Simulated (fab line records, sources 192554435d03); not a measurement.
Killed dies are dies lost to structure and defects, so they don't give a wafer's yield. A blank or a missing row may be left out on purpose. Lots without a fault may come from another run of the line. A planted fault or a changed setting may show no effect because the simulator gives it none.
Split-lot experiment | flow n5_finfet | 7 lots, 39 wafers read, on a route of 1938 steps

THE SPLIT
At N5_BEOL_M5_TRENCH_ETCH_37 (etches SiCOH lowk in C4F6/O2, target depth 71.652 nm, time 24.7 s), the setting time_s was moved away from the recipe's 24.7 s on 18 of the 39 wafers read, by -54.7% to +42.1%. The other wafers ran this setting at the recipe's value.

FROM THE SPLIT TO THE READING: what the file shows between them, 8 steps
- N5_BEOL_M5_ETCH_41: etches SiCN in CH3F/O2, target depth 31.5 nm, time 56.7 s
- N5_BEOL_M5_STRIP_91: strips in N2/H2, time 10 s
- N5_BEOL_M5_OCD_MEAS_38
- N5_BEOL_M5_HM_STRIP_39: strips TiN in peroxide tin strip, target depth 25 nm, time 158 s
- N5_BEOL_M5_SRD_40: time 30 s
- N5_BEOL_M5_ECD_50: material Cu, target thk 300 nm
- N5_BEOL_M5_ANNEAL_51: time 90 s
- N5_BEOL_M5_CMP_52: polishes, stops on SiCOH lowk, t overpolish 6.9 s, target thk 62 nm

THE READING
M5_THK, in nm, at N5_BEOL_M5_THK_MEAS_53 (measures by xrf). Fault-free wafers of this fab line usually give 62.0 nm, standard deviation 1.9 nm.

wafer  | tool, chamber at the split | time_s as run, s | against the recipe | M5_THK, nm | against lot-mates on the recipe
L076.1 | rie_diel-03, 3             | 17.4             | -29.6%             | 44.3       | -19.4
L076.2 | rie_diel-03, 1             | 24.7             | recipe             | 63.7       | -
L076.3 | rie_diel-03, 2             | 24.7             | recipe             | 62.5       | -
L076.4 | rie_diel-03, 0             | 17.4             | -29.6%             | 39.5       | -24.2
L076.5 | rie_diel-03, 3             | 24.7             | recipe             | 64.9       | -
L076.6 | rie_diel-03, 0             | 17.4             | -29.6%             | 40.7       | -23.0
L084.1 | rie_diel-03, 1             | 24.7             | recipe             | 57.9       | -
L084.3 | rie_diel-03, 2             | 24.7             | recipe             | 57.7       | -
L084.6 | rie_diel-03, 2             | 24.7             | recipe             | 58.7       | -
L089.1 | rie_diel-01, 3             | 24.7             | recipe             | 62.6       | -
L089.2 | rie_diel-01, 2             | 24.7             | recipe             | 60.7       | -
L089.3 | rie_diel-01, 0             | 24.7             | recipe             | 60.2       | -
L089.4 | rie_diel-01, 1             | 20.72            | -16.1%             | 50.7       | -10.5
L089.5 | rie_diel-01, 3             | 20.72            | -16.1%             | 50.1       | -11.1
L089.6 | rie_diel-01, 0             | 20.72            | -16.1%             | 49.1       | -12.1
L088.1 | rie_diel-01, 0             | 24.7             | recipe             | 61.2       | -
L088.2 | rie_diel-01, 3             | 11.2             | -54.7%             | 25.6       | -37.8
L088.3 | rie_diel-01, 1             | 24.7             | recipe             | 65.0       | -
L088.4 | rie_diel-01, 2             | 11.2             | -54.7%             | 23.2       | -40.2
L088.5 | rie_diel-01, 1             | 11.2             | -54.7%             | 23.1       | -40.3
L088.6 | rie_diel-01, 0             | 24.7             | recipe             | 64.0       | -
L090.1 | rie_diel-01, 3             | 24.7             | recipe             | 63.9       | -
L090.2 | rie_diel-01, 1             | 24.7             | recipe             | 64.7       | -
L090.3 | rie_diel-01, 2             | 12.67            | -48.7%             | 27.8       | -36.2
L090.4 | rie_diel-01, 0             | 24.7             | recipe             | 63.3       | -
L090.5 | rie_diel-01, 3             | 12.67            | -48.7%             | 31.0       | -33.0
L090.6 | rie_diel-01, 0             | 12.67            | -48.7%             | 28.4       | -35.6
L095.1 | rie_diel-02, 0             | 24.7             | recipe             | 65.0       | -
L095.2 | rie_diel-02, 3             | 24.7             | recipe             | 64.1       | -
L095.3 | rie_diel-02, 2             | 35.11            | +42.1%             | 90.3       | +26.0
L095.4 | rie_diel-02, 0             | 24.7             | recipe             | 63.7       | -
L095.5 | rie_diel-02, 2             | 35.11            | +42.1%             | 94.4       | +30.1
L095.6 | rie_diel-02, 3             | 35.11            | +42.1%             | 94.8       | +30.5
L097.1 | rie_diel-01, 3             | 24.7             | recipe             | 63.0       | -
L097.2 | rie_diel-01, 2             | 12.15            | -50.8%             | 26.1       | -37.6
L097.3 | rie_diel-01, 0             | 12.15            | -50.8%             | 23.6       | -40.1
L097.4 | rie_diel-01, 1             | 24.7             | recipe             | 64.7       | -
L097.5 | rie_diel-01, 0             | 12.15            | -50.8%             | 25.0       | -38.7
L097.6 | rie_diel-01, 3             | 24.7             | recipe             | 63.3       | -

THE FIT
A straight line over all 39 wafers: M5_THK changes by +0.717 nm for each +1% of time_s; r = +0.99; the points scatter about the line by 2.1 nm.
The same after taking each lot's own level away (the mean of its wafers on the recipe; 39 wafers): +0.722 nm for each +1%; r = +1.00; scatter 1.4 nm.
On that fit, the largest move of time_s shifts the reading by 39 nm.
The lots' own levels span 58.10 to 64.27 nm, that is 3.2 times the standard deviation above.
So the lot-to-lot level changes the slope little: the two slopes agree.
Check: with one of the wafers moved furthest among these (-54.7%) left out of the fit, the line predicts -39.9 nm for it against its lot-mates. It came out at -37.8 nm against them.

THE WHOLE CHAIN: every reading that the file lists as answering this split, in the file's order
step                      | what it does                                                        | reading                                                                          | change (the file's fit)                                                              | r (the file's)
N5_BEOL_M5_TRENCH_ETCH_37 | etches SiCOH lowk in C4F6/O2, target depth 71.652 nm, time 24.7 s   | BEOL_M5.feature_depth_nm (the simulator's own value, which no gauge read)        | +0.72 nm for each +1% of the setting                                                 | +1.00
N5_BEOL_M5_TRENCH_ETCH_37 | etches SiCOH lowk in C4F6/O2, target depth 71.652 nm, time 24.7 s   | etch.depth_nm (the simulator's own value, which no gauge read)                   | +0.72 nm for each +1% of the setting                                                 | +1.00
N5_BEOL_M5_TRENCH_ETCH_37 | etches SiCOH lowk in C4F6/O2, target depth 71.652 nm, time 24.7 s   | TiN_of_BEOL_M5_HM_DEP_02.thk_nm (the simulator's own value, which no gauge read) | -0.0192 nm for each +1% of the setting                                               | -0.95
N5_BEOL_M5_OCD_MEAS_38    |                                                                     | trench_depth_nm                                                                  | +0.717 nm for each +1% of the setting                                                | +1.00
N5_BEOL_M5_CMP_52         | polishes, stops on SiCOH lowk, t overpolish 6.9 s, target thk 62 nm | Cu_of_BEOL_M5_ECD_50.thk_nm (the simulator's own value, which no gauge read)     | +0.721 nm for each +1% of the setting                                                | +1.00
N5_BEOL_M5_THK_MEAS_53    | measures by xrf                                                     | M5_THK                                                                           | +0.726 for each +1% of the setting                                                   | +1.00
N5_BEOL_M5_RS_MEAS_57     | measures by four-point-probe                                        | M5_RS                                                                            | not straight: 1.332 at the lowest setting, 0.383 at the recipe, 0.242 at the highest | not given

THE FILE'S OWN FIT
M5_THK changes by +0.726 nm for each +1% of time_s, r = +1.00.
